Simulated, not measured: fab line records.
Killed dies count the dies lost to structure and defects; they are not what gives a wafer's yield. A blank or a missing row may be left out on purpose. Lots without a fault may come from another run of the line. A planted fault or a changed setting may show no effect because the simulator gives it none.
fab line records	flow nand_harc
[record] lots = 12	wafers = 36	last_day = 33
route steps=1302 shown A_ONON_D1@429 A_CHANNEL_HOLE_D1@459 END@1302
lots that met no fault: taken from a fault-free run of the same line
start_h: start of the lot's first displayed wafer, in hours after the record's first day	wait_h: time in hours since the lot's previous step	" same as the row above	L1.1+2: one row covering several wafers at once	- no value, or no start given	* or withheld: withheld	< > ~ a bound
route shown NAME@n: NAME is a module with steps in the file, n the number in the route of the first one	usual: mean and standard deviation over wafers with no fault	same: alike in all rows	chamber/n: place in a boat	sites: the reading at each site	_std_site: the values' standard deviation	_edge_site: mean of outer sites minus mean of inner sites	radius_mm: for every site, how far away it sits from the centre of the wafer	mask NAME#n: copy n	behind: the last tool/chamber to shape the wafer	hold: reason for holding the lot/hours on hold/outcome of the hold	device: the transistor (n, p or np) that didn't switch	end of line: tests of these same wafers at the route's end	where a step has no rows: the recipe by itself	killed: dies that structure and defects cost at the first sort, which is not the same as the wafer's yield	map: the dies of a wafer, with x for killed, . for not killed, _ for no die there
set.NAME: the setting as run; set.NAME@STEP: as run at that earlier step	model.NAME: the simulator's own value behind a step, which no gauge read
one table for each step of the route and one row for each wafer, over a sample of lots
services: when a tool's chamber went out of use (start_h, in hours from the record's first day, below 0 if earlier), for how many hours, and the reason
[[steps]]
[step NHARC_A_ONON_D1_THK_MEAS_08]
[recipe] thk_meas_gauge = ellipsometry
[usual] thk_nm = 1000/9.6
lot.wafer	tool	chamber	start_h	wait_h	thk_nm
L599.2	film_metro-01	-	190.75	-	1013
L599.3	"	-	"	"	1013
L599.6	"	-	"	"	1015
L600.1	film_metro-02	-	208.19	-	1009
L600.3	"	-	"	"	1007
L600.6	"	-	"	"	1008
L602.3	film_metro-02	-	221.77	-	1002
L602.5	"	-	"	"	1000
L602.6	"	-	"	"	1000
L606.1	film_metro-02	-	266.23	-	1005
L606.3	"	-	"	"	1006
L606.6	"	-	"	"	1006
L608.2	film_metro-01	-	283.26	-	999
L608.4	"	-	"	"	999
L608.6	"	-	"	"	998
L609.1	film_metro-02	-	293.60	-	993
L609.4	"	-	"	"	993
L609.5	"	-	"	"	994
L611.1	film_metro-02	-	307.95	-	992
L611.2	"	-	"	"	990
L611.4	"	-	"	"	993
L613.4	film_metro-02	-	333.90	-	1003
L613.5	"	-	"	"	1005
L613.6	"	-	"	"	1004
L614.2	film_metro-02	-	344.11	-	1001
L614.3	"	-	"	"	1001
L614.5	"	-	"	"	1002
L615.1	film_metro-02	-	347.69	-	1008
L615.4	"	-	"	"	1007
L615.6	"	-	"	"	1010
L616.2	film_metro-02	-	365.45	-	993
L616.3	"	-	"	"	992
L616.5	"	-	"	"	993
L618.2	film_metro-01	-	389.77	-	995
L618.5	"	-	"	"	995
L618.6	"	-	"	"	996
[step NHARC_A_ONON_D1_THK_MEAS_34]
[recipe] thk_meas_gauge = ellipsometry
[usual] thk_nm = 199.9/2.7
lot.wafer	tool	chamber	start_h	wait_h	thk_nm
L599.2	film_metro-01	-	202.35	-	196.7
L599.3	"	-	"	"	197.0
L599.6	"	-	"	"	198.7
L600.1	film_metro-01	-	219.85	-	198.1
L600.3	"	-	"	"	196.9
L600.6	"	-	"	"	198.2
L602.3	film_metro-02	-	233.35	0.3	198.8
L602.5	"	-	"	"	203.2
L602.6	"	-	"	"	199.0
L606.1	film_metro-01	-	278.39	-	200.4
L606.3	"	-	"	"	201.9
L606.6	"	-	"	"	204.5
L608.2	film_metro-02	-	294.83	-	196.9
L608.4	"	-	"	"	197.0
L608.6	"	-	"	"	199.8
L609.1	film_metro-02	-	305.33	-	197.1
L609.4	"	-	"	"	200.8
L609.5	"	-	"	"	196.9
L611.1	film_metro-01	-	324.85	-	195.9
L611.2	"	-	"	"	195.8
L611.4	"	-	"	"	200.0
L613.4	film_metro-02	-	345.86	-	201.4
L613.5	"	-	"	"	202.8
L613.6	"	-	"	"	200.4
L614.2	film_metro-02	-	355.61	-	201.7
L614.3	"	-	"	"	199.9
L614.5	"	-	"	"	201.8
L615.1	film_metro-02	-	359.38	-	200.3
L615.4	"	-	"	"	201.7
L615.6	"	-	"	"	203.1
L616.2	film_metro-01	-	384.31	-	198.5
L616.3	"	-	"	"	204.4
L616.5	"	-	"	"	204.7
L618.2	film_metro-01	-	405.80	-	197.8
L618.5	"	-	"	"	198.7
L618.6	"	-	"	"	200.2
[step NHARC_A_CHANNEL_HOLE_D1_EXPOSE_07]
[recipe] na = 1.35	target_cd_nm = 100	sigma_outer = 0.3	dose_mj = 59.65	mask_id = HOLE_D1
[usual] exposure_dose_mJ_cm2 = 59.64/0.061
[same] na = 1.35
lot.wafer	tool	chamber	start_h	wait_h	mask	exposure_dose_mJ_cm2
L599.2	arfi_scanner-02	0	205.13	-	HOLE_D1#0	59.59
L599.3	"	0	"	"	HOLE_D1#0	59.65
L599.6	"	0	"	"	HOLE_D1#0	59.58
L600.1	arfi_scanner-02	0	222.61	-	HOLE_D1#0	59.69
L600.3	"	0	"	"	HOLE_D1#0	59.66
L600.6	"	0	"	"	HOLE_D1#0	59.57
L602.3	arfi_scanner-03	0	236.02	-	HOLE_D1#0	59.60
L602.5	"	0	"	"	HOLE_D1#0	59.65
L602.6	"	0	"	"	HOLE_D1#0	59.59
L606.1	arfi_scanner-03	0	281.04	-	HOLE_D1#0	59.72
L606.3	"	0	"	"	HOLE_D1#0	59.70
L606.6	"	0	"	"	HOLE_D1#0	59.75
L608.2	arfi_scanner-03	0	298.39	-	HOLE_D1#0	55.18
L608.4	"	0	"	"	HOLE_D1#0	55.18
L608.6	"	0	"	"	HOLE_D1#0	55.28
L609.1	arfi_scanner-03	0	310.33	-	HOLE_D1#0	56.10
L609.4	"	0	"	"	HOLE_D1#0	56.03
L609.5	"	0	"	"	HOLE_D1#0	56.14
L611.1	arfi_scanner-03	0	327.58	-	HOLE_D1#0	56.76
L611.2	"	0	"	"	HOLE_D1#0	56.84
L611.4	"	0	"	"	HOLE_D1#0	56.80
L613.4	arfi_scanner-03	0	352.20	-	HOLE_D1#0	57.42
L613.5	"	0	"	"	HOLE_D1#0	57.40
L613.6	"	0	"	"	HOLE_D1#0	57.38
L614.2	arfi_scanner-02	0	358.26	-	HOLE_D1#0	59.69
L614.3	"	0	"	"	HOLE_D1#0	59.65
L614.5	"	0	"	"	HOLE_D1#0	59.65
L615.1	arfi_scanner-02	0	363.91	-	HOLE_D1#0	59.62
L615.4	"	0	"	"	HOLE_D1#0	59.61
L615.6	"	0	"	"	HOLE_D1#0	59.56
L616.2	arfi_scanner-02	0	391.21	-	HOLE_D1#0	59.69
L616.3	"	0	"	"	HOLE_D1#0	59.63
L616.5	"	0	"	"	HOLE_D1#0	59.78
L618.2	arfi_scanner-01	0	409.12	-	HOLE_D1#0	59.71
L618.5	"	0	"	"	HOLE_D1#0	59.63
L618.6	"	0	"	"	HOLE_D1#0	59.65
[step NHARC_A_CHANNEL_HOLE_D1_CD_MEAS_10]
[recipe] target_cd_nm = 100	landing_energy_ev = 500
[usual] cd_nm = 100.1/0.48
lot.wafer	tool	chamber	start_h	wait_h	cd_nm
L599.2	cd_sem-01	0	205.27	-	99.5
L599.3	"	0	"	"	100.4
L599.6	"	0	"	"	100.3
L600.1	cd_sem-01	0	222.75	-	99.6
L600.3	"	0	"	"	100.4
L600.6	"	0	"	"	100.1
L602.3	cd_sem-02	0	236.16	-	99.4
L602.5	"	0	"	"	99.7
L602.6	"	0	"	"	99.8
L606.1	cd_sem-02	0	281.18	-	100.6
L606.3	"	0	"	"	99.9
L606.6	"	0	"	"	99.8
L608.2	cd_sem-02	0	298.52	-	96.4
L608.4	"	0	"	"	96.6
L608.6	"	0	"	"	96.6
L609.1	cd_sem-01	0	310.48	-	97.4
L609.4	"	0	"	"	97.2
L609.5	"	0	"	"	97.2
L611.1	cd_sem-03	0	327.72	-	97.7
L611.2	"	0	"	"	97.2
L611.4	"	0	"	"	98.1
L613.4	cd_sem-01	0	352.33	-	97.8
L613.5	"	0	"	"	97.9
L613.6	"	0	"	"	98.4
L614.2	cd_sem-02	0	358.40	-	100.5
L614.3	"	0	"	"	99.5
L614.5	"	0	"	"	99.9
L615.1	cd_sem-02	0	364.05	-	100.3
L615.4	"	0	"	"	99.3
L615.6	"	0	"	"	99.8
L616.2	cd_sem-02	0	391.35	-	99.4
L616.3	"	0	"	"	100.2
L616.5	"	0	"	"	100.3
L618.2	cd_sem-03	0	409.26	-	100.4
L618.5	"	0	"	"	100.7
L618.6	"	0	"	"	100.5
[step NHARC_A_CHANNEL_HOLE_D1_ETCH_34]
[recipe] target_depth_a = 1540	time_s = 77	cf4_flow_sccm = 100	chf3_flow_sccm = 30	ar_flow_sccm = 0	rf_w = 500	bias_w = 200	chemistry = CF4/CHF3
[usual] cf4_flow_sccm = 100.0/0.32	drypump_motor_current_A = 5.8/0.36	oes_product_au = 0.947/0.026	rf_vpp_V = 370.7/2.1	showerhead_plenum_p_Torr = 1.57/0.058	throttle_valve_pct = 16.802/0.009
lot.wafer	tool	chamber	start_h	wait_h	cf4_flow_sccm	drypump_motor_current_A	oes_product_au	rf_hours_counter_h	rf_vpp_V	showerhead_plenum_p_Torr	throttle_valve_pct
L599.2	rie_diel-10	3	-	-	100.4	6.2	0.982	12	370.5	1.62	16.803
L599.3	"	0	"	"	100.3	5.9	0.973	12	369.8	1.53	16.805
L599.6	"	2	"	"	100.1	6.0	0.950	-	370.1	1.53	16.793
L600.3	rie_diel-10	3	-	-	99.6	6.2	0.924	12	372.5	1.62	16.796
L600.1	"	0	"	"	100.2	5.9	0.925	13	369.4	1.53	16.791
L600.6	"	1	"	"	100.0	5.4	0.919	-	372.3	1.61	16.804
L602.3	rie_diel-10	2	-	-	99.9	6.0	0.924	11	369.7	1.53	16.815
L602.5	"	3	"	"	100.1	6.2	0.923	-	372.0	1.62	16.786
L602.6	"	0	"	"	100.1	5.9	0.925	-	369.2	1.53	16.815
L606.3	rie_diel-10	3	-	-	99.6	6.2	0.975	2	372.5	1.62	16.807
L606.1	"	2	"	"	100.2	6.0	0.956	2	368.3	1.53	16.807
L606.6	"	3	"	"	99.9	6.2	0.972	-	371.4	1.62	16.790
L608.4	rie_diel-10	3	-	-	100.1	6.2	0.974	3	372.3	1.62	16.797
L608.2	"	0	"	"	100.4	5.9	0.989	4	369.5	1.53	16.806
L608.6	"	2	"	"	100.0	6.0	0.965	-	369.5	1.53	16.800
L609.4	rie_diel-10	1	-	-	99.9	5.4	0.919	4	371.2	1.61	16.815
L609.1	"	3	"	"	100.5	6.2	0.921	4	373.2	1.62	16.801
L609.5	"	1	"	"	100.4	5.4	0.924	-	372.8	1.60	16.811
L611.4	rie_diel-10	1	-	-	99.2	5.4	0.923	6	371.3	1.60	16.818
L611.2	"	2	"	"	100.2	6.1	0.915	5	369.7	1.53	16.822
L611.1	"	0	"	"	100.3	5.9	0.916	6	369.3	1.53	16.810
L613.4	rie_diel-10	3	-	-	99.7	6.2	0.919	8	371.9	1.61	16.796
L613.6	"	2	"	"	99.4	6.0	0.927	-	369.9	1.53	16.800
L613.5	"	3	"	"	99.8	6.2	0.921	-	371.7	1.62	16.806
L614.3	rie_diel-12	2	-	-	99.9	5.2	0.998	22	370.3	1.54	16.790
L614.2	"	3	"	"	99.9	5.7	0.994	23	373.1	1.61	16.810
L614.5	"	2	"	"	100.0	5.2	1.003	-	370.3	1.54	16.810
L615.4	rie_diel-10	2	-	-	99.7	6.0	0.969	8	369.0	1.53	16.805
L615.1	"	3	"	"	100.6	6.2	0.951	9	373.0	1.62	16.805
L615.6	"	1	"	"	100.0	5.4	0.977	-	372.4	1.60	16.789
L616.3	rie_diel-10	1	-	-	99.5	5.4	0.920	9	371.5	1.60	16.811
L616.2	"	2	"	"	100.4	6.0	0.926	10	369.0	1.53	16.801
L616.5	"	1	"	"	99.7	5.4	0.928	-	371.8	1.60	16.793
L618.2	rie_diel-10	0	-	-	100.0	5.9	0.933	13	369.7	1.53	16.815
L618.6	"	0	"	"	99.7	5.9	0.925	-	368.9	1.53	16.814
L618.5	"	1	"	"	100.1	5.4	0.921	-	371.1	1.60	16.797
[step NHARC_END_SORT_01]
[recipe] temp_c = 25
[usual] killed_at_array = 53/21	killed_at_other = 0.8/1.1	killed_at_periphery = 4.2/2.7	killed_dies = 58/22	killed_open = 3.4/1.9	killed_short = 2.5/1.6
[same] gross_dies = 677
lot.wafer	tool	chamber	start_h	wait_h	killed_at_array	killed_at_other	killed_at_periphery	killed_dies	killed_open	killed_short
L600.1	prober-01	0	598.68	2.5	40	6	7	53	4	5
L600.3	prober-01	0	600.30	3.1	48	3	1	52	2	2
L600.6	prober-01	0	602.74	4.1	44	4	4	52	6	0
L599.2	prober-02	0	605.62	2.8	27	0	6	33	1	2
L599.3	prober-02	0	606.43	3.1	29	2	3	34	2	5
L599.6	prober-02	0	608.86	4.0	23	1	4	28	1	3
L602.3	prober-02	0	630.46	3.1	58	1	4	63	2	3
L602.5	prober-02	0	632.07	3.7	46	1	5	52	3	2
L602.6	prober-02	0	632.87	4.0	51	1	6	58	1	1
L606.1	prober-02	0	685.06	2.5	52	0	5	57	2	4
L606.3	prober-02	0	686.67	3.1	70	0	8	78	5	4
L606.6	prober-02	0	689.08	4.0	48	0	5	53	2	2
L609.1	prober-01	0	696.48	2.5	55	1	8	64	4	4
L609.4	prober-01	0	698.88	3.4	53	0	3	56	2	1
L609.5	prober-01	0	699.68	3.7	54	0	3	57	3	2
L608.2	prober-02	0	697.25	2.8	41	0	4	45	1	3
L608.4	prober-02	0	698.83	3.4	46	0	4	50	2	2
L608.6	prober-02	0	700.40	3.9	43	1	4	48	3	1
L611.1	prober-02	0	732.30	2.5	47	2	0	49	1	1
L611.2	prober-02	0	733.11	2.8	38	1	0	39	2	3
L611.4	prober-02	0	734.73	3.4	46	0	0	46	2	4
L615.1	prober-01	0	751.08	2.4	92	0	12	104	0	1
L615.4	prober-01	0	753.50	3.4	94	1	9	104	1	5
L615.6	prober-01	0	755.12	4.0	98	1	7	106	2	4
L614.2	prober-01	0	759.66	2.8	26	0	3	29	2	0
L614.3	prober-01	0	760.44	3.0	30	0	8	38	3	0
L614.5	prober-01	0	762.01	3.6	29	0	5	34	2	3
L613.4	prober-02	0	767.38	3.4	55	0	5	60	2	2
L613.5	prober-02	0	768.17	3.7	65	0	6	71	3	3
L613.6	prober-02	0	768.96	4.0	69	0	4	73	2	2
L616.2	prober-01	0	774.64	2.8	31	1	3	35	3	3
L616.3	prober-01	0	775.45	3.1	37	0	4	41	2	2
L616.5	prober-01	0	777.07	3.7	41	0	7	48	4	1
L618.2	prober-01	0	789.82	2.8	50	2	5	57	4	3
L618.5	prober-01	0	792.25	3.7	45	2	3	50	5	3
L618.6	prober-01	0	793.06	4.0	54	5	3	62	6	0
// killed by level:class
L600.1 A_SLIT:chamber_film_flake=16 A_CHANNEL_HOLE_D2:chamber_film_flake=10 THIN_TSV:chamber_film_flake=5 A_CONTACT:chamber_film_flake=4 P_GATE:chamber_film_flake=3 P_STI:chamber_film_flake=2 A_DECK1_JOINT:chamber_film_flake=2 P_GATE:geometric_particle:open=1
L600.3 A_SLIT:chamber_film_flake=17 A_CHANNEL_HOLE_D2:chamber_film_flake=15 A_CHANNEL_FILL_D2:chamber_film_flake=5 A_CONTACT:chamber_film_flake=4 THIN_TSV:chamber_film_flake=3 A_CHANNEL_HOLE_D1:chamber_film_flake=2 P_M0:geometric_particle:open=1 A_ONON_D2:geometric_particle:short=1
L600.6 A_SLIT:chamber_film_flake=21 A_CHANNEL_HOLE_D2:chamber_film_flake=9 A_CONTACT:chamber_film_flake=4 THIN_TSV:chamber_film_flake=4 A_CHANNEL_FILL_D2:chamber_film_flake=3 A_M0:geometric_particle:open=2 P_GATE:chamber_film_flake=2 A_DECK1_JOINT:chamber_film_flake=2
L599.2 A_CONTACT:chamber_film_flake=8 A_CHANNEL_HOLE_D2:chamber_film_flake=6 P_M2:chamber_film_flake=5 A_CHANNEL_HOLE_D1:chamber_film_flake=4 A_SLIT:chamber_film_flake=4 A_ONON_D1:geometric_particle:short=1 A_CHANNEL_FILL_D2:geometric_particle:short=1 A_M0:geometric_particle:open=1
L599.3 A_CHANNEL_HOLE_D2:chamber_film_flake=11 A_CONTACT:chamber_film_flake=4 A_WL_FILL:geometric_particle:short=3 A_ZERO_WELL:chamber_film_flake=2 A_CHANNEL_HOLE_D1:chamber_film_flake=2 A_STAIRCASE:chamber_film_flake=2 THIN_TSV:chamber_film_flake=2 P_CONTACT:geometric_particle:short=1
L599.6 A_CHANNEL_HOLE_D2:chamber_film_flake=7 A_CONTACT:chamber_film_flake=4 P_ZERO_WELL:chamber_film_flake=3 A_CHANNEL_HOLE_D1:chamber_film_flake=3 A_ONON_D1:geometric_particle:short=2 A_SLIT:chamber_film_flake=2 A_ONON_D1:geometric_particle:open=1 A_M0:geometric_particle:short=1
L602.3 A_CHANNEL_HOLE_D1:chamber_film_flake=35 A_CHANNEL_HOLE_D2:chamber_film_flake=13 A_CONTACT:chamber_film_flake=3 A_M0:geometric_particle:short=2 P_ZERO_WELL:chamber_film_flake=2 A_BLC:geometric_particle:open=1 A_M0:geometric_particle:open=1 P_GATE:chamber_film_flake=1
L602.5 A_CHANNEL_HOLE_D1:chamber_film_flake=31 A_CHANNEL_HOLE_D2:chamber_film_flake=8 P_M1:chamber_film_flake=2 A_WL_FILL:chamber_film_flake=2 P_M1:geometric_particle:short=1 P_M2:geometric_particle:open=1 A_CHANNEL_FILL_D1:geometric_particle:open=1 A_DECK1_JOINT:geometric_particle:open=1
L602.6 A_CHANNEL_HOLE_D1:chamber_film_flake=36 A_CHANNEL_HOLE_D2:chamber_film_flake=7 P_GATE:chamber_film_flake=3 A_STAIRCASE:chamber_film_flake=3 P_M1:chamber_film_flake=2 P_M0:geometric_particle:short=1 A_CHANNEL_HOLE_D1:geometric_particle:open=1 A_CHANNEL_FILL_D1:chamber_film_flake=1
L606.1 A_SLIT:chamber_film_flake=26 A_CHANNEL_HOLE_D1:chamber_film_flake=8 A_CHANNEL_HOLE_D2:chamber_film_flake=6 A_CONTACT:chamber_film_flake=4 P_GATE:chamber_film_flake=3 A_CHANNEL_FILL_D1:geometric_particle:short=2 A_ONON_D1:geometric_particle:short=1 A_CHANNEL_HOLE_D1:geometric_particle:open=1
L606.3 A_SLIT:chamber_film_flake=32 A_CHANNEL_HOLE_D2:chamber_film_flake=22 A_CONTACT:chamber_film_flake=5 P_BONDPAD:chamber_film_flake=3 A_CHANNEL_HOLE_D1:chamber_film_flake=3 P_M0:geometric_particle:open=2 P_ZERO_WELL:chamber_film_flake=2 P_CONTACT:geometric_particle:short=1
L606.6 A_SLIT:chamber_film_flake=23 A_CHANNEL_HOLE_D2:chamber_film_flake=13 P_BONDPAD:chamber_film_flake=3 A_M1:chamber_film_flake=2 A_CONTACT:chamber_film_flake=2 A_ONON_D1:geometric_particle:open=1 A_DECK1_JOINT:geometric_particle:short=1 A_SGD_CUT:geometric_particle:short=1
L609.1 A_CHANNEL_HOLE_D1:chamber_film_flake=34 A_CONTACT:chamber_film_flake=6 A_M1:chamber_film_flake=4 P_M1:chamber_film_flake=3 P_M0:geometric_particle:open=1 A_CHANNEL_HOLE_D1:geometric_particle:open=1 A_CHANNEL_FILL_D1:geometric_particle:short=1 A_DECK1_JOINT:geometric_particle:short=1
L608.2 A_CHANNEL_HOLE_D1:chamber_film_flake=32 P_CONTACT:chamber_film_flake=4 A_CONTACT:chamber_film_flake=3 A_ONON_D2:geometric_particle:short=2 A_SGD_CUT:geometric_particle:short=1 A_M1:geometric_particle:open=1 A_STAIRCASE:chamber_film_flake=1 A_SLIT:chamber_film_flake=1
L608.4 A_CHANNEL_HOLE_D1:chamber_film_flake=36 A_CONTACT:chamber_film_flake=4 P_CONTACT:chamber_film_flake=2 A_SLIT:chamber_film_flake=2 P_CONTACT:geometric_particle:short=1 P_M1:geometric_particle:open=1 A_ONON_D2:geometric_particle:open=1 A_WL_FILL:geometric_particle:short=1
L609.4 A_CHANNEL_HOLE_D1:chamber_film_flake=33 A_CONTACT:chamber_film_flake=6 A_STAIRCASE:chamber_film_flake=5 A_WL_FILL:chamber_film_flake=3 P_M1:chamber_film_flake=2 A_ONON_D2:geometric_particle:short=1 A_CHANNEL_FILL_D2:geometric_particle:open=1 A_M0:geometric_particle:open=1
L609.5 A_CHANNEL_HOLE_D1:chamber_film_flake=40 A_SLIT:chamber_film_flake=3 P_ZERO_WELL:chamber_film_flake=2 A_STAIRCASE:chamber_film_flake=2 A_WL_FILL:chamber_film_flake=2 A_M1:chamber_film_flake=2 A_ONON_D1:geometric_particle:short=1 A_ONON_D2:geometric_particle:open=1
L608.6 A_CHANNEL_HOLE_D1:chamber_film_flake=37 P_CONTACT:chamber_film_flake=2 A_WL_FILL:geometric_particle:short=1 A_CONTACT:geometric_particle:open=1 A_M0:geometric_particle:open=1 STARTING-WAFER:geometric_particle:open=1 P_STI:chamber_film_flake=1 P_GATE:chamber_film_flake=1
L611.1 A_CHANNEL_HOLE_D1:chamber_film_flake=34 A_SLIT:chamber_film_flake=2 A_CHANNEL_FILL_D2:chamber_film_flake=2 A_CONTACT:chamber_film_flake=2 A_M0:chamber_film_flake=2 THIN_TSV:chamber_film_flake=2 A_DECK1_JOINT:geometric_particle:open=1 A_CHANNEL_FILL_D2:geometric_particle:short=1
L611.2 A_CHANNEL_HOLE_D1:chamber_film_flake=24 A_SLIT:chamber_film_flake=2 A_CONTACT:chamber_film_flake=2 A_SOURCE_PLATE:geometric_particle:short=1 A_WL_FILL:geometric_particle:open=1 A_WL_FILL:geometric_particle:short=1 A_M0:geometric_particle:open=1 A_M0:geometric_particle:short=1
L611.4 A_CHANNEL_HOLE_D1:chamber_film_flake=34 A_CHANNEL_HOLE_D1:geometric_particle:short=2 A_SLIT:chamber_film_flake=2 A_STAIRCASE:chamber_film_flake=2 A_ONON_D1:geometric_particle:open=1 A_DECK1_JOINT:geometric_particle:open=1 A_ONON_D2:geometric_particle:short=1 A_CHANNEL_HOLE_D2:geometric_particle:short=1
L615.1 A_SLIT:chamber_film_flake=36 A_CHANNEL_HOLE_D1:chamber_film_flake=31 A_CHANNEL_HOLE_D2:chamber_film_flake=17 P_CONTACT:chamber_film_flake=6 P_ZERO_WELL:chamber_film_flake=5 A_CONTACT:chamber_film_flake=4 A_STAIRCASE:chamber_film_flake=2 A_CHANNEL_FILL_D2:geometric_particle:short=1
L615.4 A_CHANNEL_HOLE_D1:chamber_film_flake=27 A_SLIT:chamber_film_flake=26 A_CHANNEL_HOLE_D2:chamber_film_flake=26 A_CONTACT:chamber_film_flake=6 P_CONTACT:chamber_film_flake=5 A_STAIRCASE:chamber_film_flake=3 A_ONON_D1:geometric_particle:short=2 A_SGD_CUT:geometric_particle:short=2
L615.6 A_CHANNEL_HOLE_D1:chamber_film_flake=35 A_SLIT:chamber_film_flake=26 A_CHANNEL_HOLE_D2:chamber_film_flake=21 A_CONTACT:chamber_film_flake=8 P_GATE:chamber_film_flake=4 P_CONTACT:chamber_film_flake=2 A_SOURCE_PLATE:geometric_particle:open=1 A_ONON_D1:geometric_particle:short=1
L614.2 A_CHANNEL_HOLE_D1:chamber_film_flake=16 A_ZERO_WELL:chamber_film_flake=3 A_STAIRCASE:chamber_film_flake=2 P_M0:geometric_particle:open=1 A_SGD_CUT:geometric_particle:open=1 P_STI:chamber_film_flake=1 P_BONDPAD:chamber_film_flake=1 A_SGD_CUT:chamber_film_flake=1
L614.3 A_CHANNEL_HOLE_D1:chamber_film_flake=11 A_ZERO_WELL:chamber_film_flake=6 A_CONTACT:chamber_film_flake=5 A_STAIRCASE:chamber_film_flake=4 P_GATE:chamber_film_flake=3 A_SLIT:chamber_film_flake=3 P_CONTACT:geometric_particle:open=2 P_BONDPAD:chamber_film_flake=2
L614.5 A_CHANNEL_HOLE_D1:chamber_film_flake=14 A_SLIT:chamber_film_flake=6 P_M0:geometric_particle:short=2 A_ZERO_WELL:chamber_film_flake=2 P_CONTACT:geometric_particle:open=1 A_SOURCE_PLATE:geometric_particle:open=1 A_ONON_D1:geometric_particle:short=1 P_ZERO_WELL:chamber_film_flake=1
L613.4 A_SLIT:chamber_film_flake=25 A_CHANNEL_HOLE_D2:chamber_film_flake=13 A_CHANNEL_HOLE_D1:chamber_film_flake=5 A_CONTACT:chamber_film_flake=4 P_GATE:chamber_film_flake=3 A_CHANNEL_FILL_D2:chamber_film_flake=2 A_STAIRCASE:chamber_film_flake=2 P_CONTACT:geometric_particle:open=1
L613.5 A_SLIT:chamber_film_flake=30 A_CHANNEL_HOLE_D2:chamber_film_flake=14 A_CHANNEL_HOLE_D1:chamber_film_flake=10 P_GATE:chamber_film_flake=3 A_BLC:chamber_film_flake=3 A_STAIRCASE:chamber_film_flake=2 P_STI:geometric_particle:short=1 P_M0:geometric_particle:open=1
L613.6 A_SLIT:chamber_film_flake=33 A_CHANNEL_HOLE_D2:chamber_film_flake=12 A_CHANNEL_HOLE_D1:chamber_film_flake=11 A_STAIRCASE:chamber_film_flake=3 A_CONTACT:chamber_film_flake=3 A_SGD_CUT:geometric_particle:short=2 P_GATE:chamber_film_flake=2 A_ONON_D1:geometric_particle:open=1
L616.2 A_CHANNEL_HOLE_D1:chamber_film_flake=8 A_CONTACT:chamber_film_flake=5 A_SLIT:chamber_film_flake=4 A_CHANNEL_HOLE_D2:chamber_film_flake=3 A_WL_FILL:geometric_particle:short=2 P_GATE:chamber_film_flake=2 A_CHANNEL_FILL_D1:chamber_film_flake=2 A_STAIRCASE:chamber_film_flake=2
L616.3 A_CHANNEL_HOLE_D1:chamber_film_flake=15 A_SLIT:chamber_film_flake=8 A_CONTACT:chamber_film_flake=4 A_WL_FILL:chamber_film_flake=3 A_CHANNEL_HOLE_D2:chamber_film_flake=2 P_CONTACT:geometric_particle:open=1 P_M0:geometric_particle:open=1 A_CHANNEL_FILL_D1:geometric_particle:short=1
L616.5 A_CHANNEL_HOLE_D1:chamber_film_flake=14 A_SLIT:chamber_film_flake=9 A_CHANNEL_HOLE_D2:chamber_film_flake=5 A_WL_FILL:chamber_film_flake=4 A_CHANNEL_FILL_D1:chamber_film_flake=3 A_CONTACT:chamber_film_flake=3 P_ZERO_WELL:chamber_film_flake=2 P_CONTACT:chamber_film_flake=2
L618.2 A_SLIT:chamber_film_flake=27 A_CONTACT:chamber_film_flake=14 A_CHANNEL_HOLE_D2:chamber_film_flake=2 THIN_TSV:chamber_film_flake=2 P_GATE:geometric_particle:short=1 P_CONTACT:geometric_particle:open=1 A_CHANNEL_FILL_D1:geometric_particle:short=1 A_ONON_D2:geometric_particle:open=1
L618.5 A_SLIT:chamber_film_flake=30 A_CONTACT:chamber_film_flake=6 THIN_TSV:chamber_film_flake=2 P_CONTACT:geometric_particle:open=1 P_M0:geometric_particle:open=1 A_CHANNEL_FILL_D1:geometric_particle:open=1 A_DECK1_JOINT:geometric_particle:open=1 A_CHANNEL_FILL_D2:geometric_particle:short=1
L618.6 A_SLIT:chamber_film_flake=39 A_CONTACT:chamber_film_flake=9 THIN_TSV:chamber_film_flake=5 A_STAIRCASE:chamber_film_flake=2 P_GATE:geometric_particle:open=1 P_CONTACT:geometric_particle:open=1 P_M0:geometric_particle:open=1 A_ONON_D1:geometric_particle:open=1
[[services]]
tool	chamber	start_h	hours	kind
arfi_scanner-01	-	189.26	0.8	repair
rie_diel-10	2	193.23	9.9	repair
rie_diel-10	0	197.00	-	clean
rie_diel-10	1	197.00	-	clean
rie_diel-10	3	197.00	-	clean
arfi_scanner-03	-	202.86	4.0	pm
rie_diel-10	0	221.50	-	clean
rie_diel-10	1	221.50	-	clean
rie_diel-10	2	221.50	-	clean
rie_diel-10	3	221.50	-	clean
rie_diel-12	-	236.59	7.4	repair
rie_diel-10	-	242.71	9.0	pm
rie_diel-10	0	242.71	9.0	vent_cycle
rie_diel-10	1	242.71	9.0	vent_cycle
rie_diel-10	2	242.71	9.0	vent_cycle
arfi_scanner-01	-	252.00	4.0	pm
rie_diel-12	-	269.86	9.0	pm
arfi_scanner-02	-	275.97	10.0	repair
arfi_scanner-02	-	312.00	4.0	pm
arfi_scanner-03	-	373.62	5.9	repair
arfi_scanner-03	-	379.54	4.0	pm
arfi_scanner-03	-	384.18	8.2	repair
arfi_scanner-02	-	388.14	0.6	repair
rie_diel-12	-	407.18	1.1	repair
[[key]]
[first_sign] step = NHARC_A_CHANNEL_HOLE_D1_EXPOSE_07	reading = exposure_dose_mJ_cm2	direction = down	sigmas = 54	usual = 59.64	struck = 56.38
[effect] step = NHARC_A_CHANNEL_HOLE_D1_CD_MEAS_10	reading = cd_nm	direction = down	sigmas = 5.7	usual = 100.1	struck = 97.4	through = control_loop
met_at NHARC_A_CHANNEL_HOLE_D1_EXPOSE_07
struck_lots L608,L609,L611,L613
tester_left_out L608,L609,L611,L613
[loop_trim] step = NHARC_A_CHANNEL_HOLE_D1_EXPOSE_07	setting = dose	lots = L609,L611,L613
not_acting_at NHARC_A_ONON_D1_THK_MEAS_08,NHARC_A_ONON_D1_THK_MEAS_34,NHARC_A_CHANNEL_HOLE_D1_ETCH_34
onset_between 281.04 298.39
[fault] kind = process_parameter_drift	tool = arfi_scanner-03	chamber = -	onset_h = 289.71	steps = NHARC_A_CHANNEL_HOLE_D1_EXPOSE_07	channel = dose_mj	offset = -4.3842	shape = step	acts_in = these_recipes_only	stated = 59.65
// tester_left_out: of these lots the tester's yield and bins aren't shown, on N5 and GAA mostly nor the transistor test; their killed dies are dies lost to structure and defects alone, not to doping, threshold or leakage, so they don't give the yield
// loop_trim: a control loop set the setting to another value than it would have without faults
